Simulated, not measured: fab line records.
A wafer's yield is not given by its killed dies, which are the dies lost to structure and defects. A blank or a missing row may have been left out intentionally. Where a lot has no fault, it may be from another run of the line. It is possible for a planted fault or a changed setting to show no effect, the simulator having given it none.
What tool caused it? || flow nand-harc || 18 wafers from 6 lots sampled at 4 of the route's 1159 steps

== WHAT THE GAUGES SHOWED, per wafer ==
NHARC_P_CONTACT_INSPECT_27.
{"lot": "L385", "measured": "day 6 08:05", "on": "defect-inspect-02", "raw-defect-count": "205 237 272"}
{"lot": "L390", "measured": "day 7 01:05", "on": "defect-inspect-02", "raw-defect-count": "148 392 124"}
{"lot": "L401", "measured": "day 10 00:54", "on": "defect-inspect-02", "raw-defect-count": "209 283 185"}
{"lot": "L402", "measured": "day 10 04:50", "on": "defect-inspect-01", "raw-defect-count": "246 371 222"}
{"lot": "L404", "measured": "day 10 18:36", "on": "defect-inspect-02", "raw-defect-count": "114 211 190"}
{"lot": "L406", "measured": "day 11 06:50", "on": "defect-inspect-02", "raw-defect-count": "432 414 241"}

== TOOL THAT RAN EACH LOT (tool first, then ch and the chambers of the sampled wafers, then the start) ==
{"lot": "L385", "NHARC_P_CONTACT_ETCH_36": "rie-diel-07 ch 0,3, day 5 22:44 or earlier", "NHARC_P_CONTACT_PVD_32": "pvd-sputter-03, day 5 22:44", "NHARC_P_CONTACT_ALD_22": "ald-metal-04 ch 0,2, day 5 22:52"}
{"lot": "L390", "NHARC_P_CONTACT_ETCH_36": "rie-diel-04 ch 0,3, day 6 23:26 or earlier", "NHARC_P_CONTACT_PVD_32": "pvd-sputter-01, day 6 23:26", "NHARC_P_CONTACT_ALD_22": "ald-metal-01 ch 1,2,3, day 6 23:50"}
{"lot": "L401", "NHARC_P_CONTACT_ETCH_36": "rie-diel-04 ch 1,2,3, day 9 23:32 or earlier", "NHARC_P_CONTACT_PVD_32": "pvd-sputter-03, day 9 23:32", "NHARC_P_CONTACT_ALD_22": "ald-metal-01 ch 0,1,3, day 9 23:40"}
{"lot": "L402", "NHARC_P_CONTACT_ETCH_36": "rie-diel-04 ch 0,2,3, day 10 03:27 or earlier", "NHARC_P_CONTACT_PVD_32": "pvd-sputter-03, day 10 03:27", "NHARC_P_CONTACT_ALD_22": "ald-metal-03 ch 1,2,3, day 10 03:35"}
{"lot": "L404", "NHARC_P_CONTACT_ETCH_36": "rie-diel-10 ch 1,2,3, day 10 15:17 or earlier", "NHARC_P_CONTACT_PVD_32": "pvd-sputter-02, day 10 15:17", "NHARC_P_CONTACT_ALD_22": "ald-metal-03 ch 0,1,3, day 10 15:24"}
{"lot": "L406", "NHARC_P_CONTACT_ETCH_36": "rie-diel-04 ch 1,2, day 11 05:14 or earlier", "NHARC_P_CONTACT_PVD_32": "pvd-sputter-02, day 11 05:14", "NHARC_P_CONTACT_ALD_22": "ald-metal-03 ch 2,3, day 11 05:21"}
- NHARC_P_CONTACT_ETCH_36: etches the open film in N2/H2, target depth 260 nm, time 406.25 s.
- NHARC_P_CONTACT_PVD_32: deposits Ti, target thk 5 nm, time 17.7 s.
- NHARC_P_CONTACT_ALD_22: deposits TiN, target thk 3 nm, pulse time 1 s, ald cycles 150.

== THE ANSWER, worked out from the rows above alone ==
Rule: the lots themselves supply what counts as usual. Put in order of their means at a reading, lots are off if they are a third of the lots or fewer, leave a main group of 4 or more, and stand apart from it by a gap of 3 or more times the standard deviation of the main group's means; of several such gaps the widest counts. A main group whose means are all the same, to the digits that the tables above print for the reading, isn't used. Also off: a lot with no number at a reading for which 4 or more lots have one. The other lots that the step has rows for count as sound.
Nothing can be told from this: no lot is off at any reading shown.

== WHAT WAS PUT IN BY THE SIMULATOR ==
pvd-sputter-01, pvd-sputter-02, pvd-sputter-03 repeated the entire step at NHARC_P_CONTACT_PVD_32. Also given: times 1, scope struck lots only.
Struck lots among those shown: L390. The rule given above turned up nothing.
